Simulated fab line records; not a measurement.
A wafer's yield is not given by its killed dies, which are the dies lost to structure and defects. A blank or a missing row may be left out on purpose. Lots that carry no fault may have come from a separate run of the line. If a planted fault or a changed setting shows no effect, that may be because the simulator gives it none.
Split-lot experiment + flow n5-finfet + on a route of 1938 steps: 7 lots, 39 wafers read

THE SPLIT ITSELF
At N5_FIN_SAQP_ALD_61 (deposits SiO2, target thk 4 nm, pulse time 1 s, purge time 2 s), the setting ald-cycles was moved away from the recipe's 43 on 9 of the 39 wafers read, by -16.3% to +16.3%. For the rest of the wafers, this setting stayed at what the recipe calls for.

The reading comes from the split's own step.

THE READING
SiO2_of_FIN_SAQP_ALD_61.thk-nm (the simulator's own value, which no gauge read), in nm, at N5_FIN_SAQP_ALD_61 (deposits SiO2, target thk 4 nm, pulse time 1 s, purge time 2 s). No usual value for it is given in the file. Here, 30 wafers ran the recipe; their average is 4.006 nm with a standard deviation of 0.014 nm.

| wafer  | tool, chamber at the split | ald-cycles as run | against the recipe | SiO2_of_FIN_SAQP_ALD_61.thk-nm, nm | against lot-mates on the recipe |
|--------|----------------------------|-------------------|--------------------|------------------------------------|---------------------------------|
| L079.1 | ald-sin-03, 2              | 43                | recipe             | 4.005                              | -                               |
| L079.2 | ald-sin-03, 0              | 43                | recipe             | 4.021                              | -                               |
| L079.3 | ald-sin-03, 1              | 43                | recipe             | 4.002                              | -                               |
| L079.4 | ald-sin-03, 3              | 43                | recipe             | 4.022                              | -                               |
| L079.5 | ald-sin-03, 1              | 43                | recipe             | 4.015                              | -                               |
| L079.6 | ald-sin-03, 2              | 43                | recipe             | 4.012                              | -                               |
| L080.1 | ald-sin-03, 3              | 43                | recipe             | 4.01                               | -                               |
| L080.2 | ald-sin-03, 2              | 43                | recipe             | 3.998                              | -                               |
| L080.5 | ald-sin-03, 2              | 43                | recipe             | 3.998                              | -                               |
| L080.3 | ald-sin-03, 1              | 43                | recipe             | 4.014                              | -                               |
| L080.4 | ald-sin-03, 0              | 43                | recipe             | 3.99                               | -                               |
| L080.6 | ald-sin-03, 3              | 43                | recipe             | 4.025                              | -                               |
| L081.1 | ald-sin-03, 1              | 46                | +7.0%              | 4.241                              | +0.223                          |
| L081.2 | ald-sin-03, 0              | 46                | +7.0%              | 4.297                              | +0.279                          |
| L081.3 | ald-sin-03, 3              | 43                | recipe             | 4.029                              | -                               |
| L081.4 | ald-sin-03, 2              | 43                | recipe             | 4.004                              | -                               |
| L081.5 | ald-sin-03, 2              | 46                | +7.0%              | 4.286                              | +0.268                          |
| L081.6 | ald-sin-03, 3              | 43                | recipe             | 4.02                               | -                               |
| L082.1 | ald-sin-03, 2              | 36                | -16.3%             | 3.332                              | -0.677                          |
| L082.2 | ald-sin-03, 3              | 36                | -16.3%             | 3.379                              | -0.630                          |
| L082.3 | ald-sin-03, 1              | 43                | recipe             | 3.993                              | -                               |
| L082.4 | ald-sin-03, 0              | 43                | recipe             | 4.004                              | -                               |
| L082.5 | ald-sin-03, 2              | 43                | recipe             | 4.029                              | -                               |
| L082.6 | ald-sin-03, 1              | 36                | -16.3%             | 3.347                              | -0.662                          |
| L088.1 | ald-sin-04, 2              | 43                | recipe             | 4.006                              | -                               |
| L088.2 | ald-sin-04, 3              | 43                | recipe             | 3.985                              | -                               |
| L088.3 | ald-sin-04, 1              | 43                | recipe             | 4.024                              | -                               |
| L088.4 | ald-sin-04, 0              | 43                | recipe             | 4.014                              | -                               |
| L088.5 | ald-sin-04, 2              | 43                | recipe             | 4.016                              | -                               |
| L088.6 | ald-sin-04, 1              | 43                | recipe             | 4.004                              | -                               |
| L090.2 | ald-sin-04, 1              | 43                | recipe             | 4.001                              | -                               |
| L090.4 | ald-sin-04, 2              | 43                | recipe             | 3.988                              | -                               |
| L090.6 | ald-sin-04, 2              | 43                | recipe             | 3.979                              | -                               |
| L093.1 | ald-sin-01, 2              | 50                | +16.3%             | 4.643                              | +0.656                          |
| L093.2 | ald-sin-01, 1              | 43                | recipe             | 3.981                              | -                               |
| L093.3 | ald-sin-01, 3              | 43                | recipe             | 3.999                              | -                               |
| L093.4 | ald-sin-01, 0              | 43                | recipe             | 3.982                              | -                               |
| L093.5 | ald-sin-01, 1              | 50                | +16.3%             | 4.651                              | +0.664                          |
| L093.6 | ald-sin-01, 0              | 50                | +16.3%             | 4.648                              | +0.661                          |

FIT RESULTS
A straight line over all 39 wafers: SiO2_of_FIN_SAQP_ALD_61.thk-nm changes by +0.0397 nm for each +1% of ald-cycles; r = +1.00; the points scatter about the line by 0.016 nm.
The same after taking each lot's own level away (the mean of its wafers on the recipe; 39 wafers): +0.0401 nm for each +1%; r = +1.00; scatter 0.015 nm.
That fit puts the effect of the largest move of ald-cycles on the reading at 0.65 nm.
The span of the lots' own levels, 3.9873 to 4.0177 nm, comes to 2.1 times the standard deviation stated above.
Hence the lot-to-lot level has little effect on the slope; both slopes agree.
Check: with one of the wafers moved furthest among these (+16.3%) left out of the fit, the line predicts +0.651 nm for it against its lot-mates. It came out at +0.656 nm against them.

ADDITIONAL SPLITS CARRIED BY THESE WAFERS
These wafers also went through other splits before the reading. Each is held against what the fit with the lots' levels taken away leaves over:
| other split on the same wafers      | wafers away from the commonest value | r with SiO2_of_FIN_SAQP_ALD_61.thk-nm (lot level and that fit taken away) |
|-------------------------------------|--------------------------------------|---------------------------------------------------------------------------|
| N5_ZERO_LAYER_PECVD_02 target-thk-a | 9                                    | +0.07                                                                     |

FILE'S OWN FIT
SiO2_of_FIN_SAQP_ALD_61.thk-nm changes by +0.0401 nm for each +1% of ald-cycles, r = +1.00.
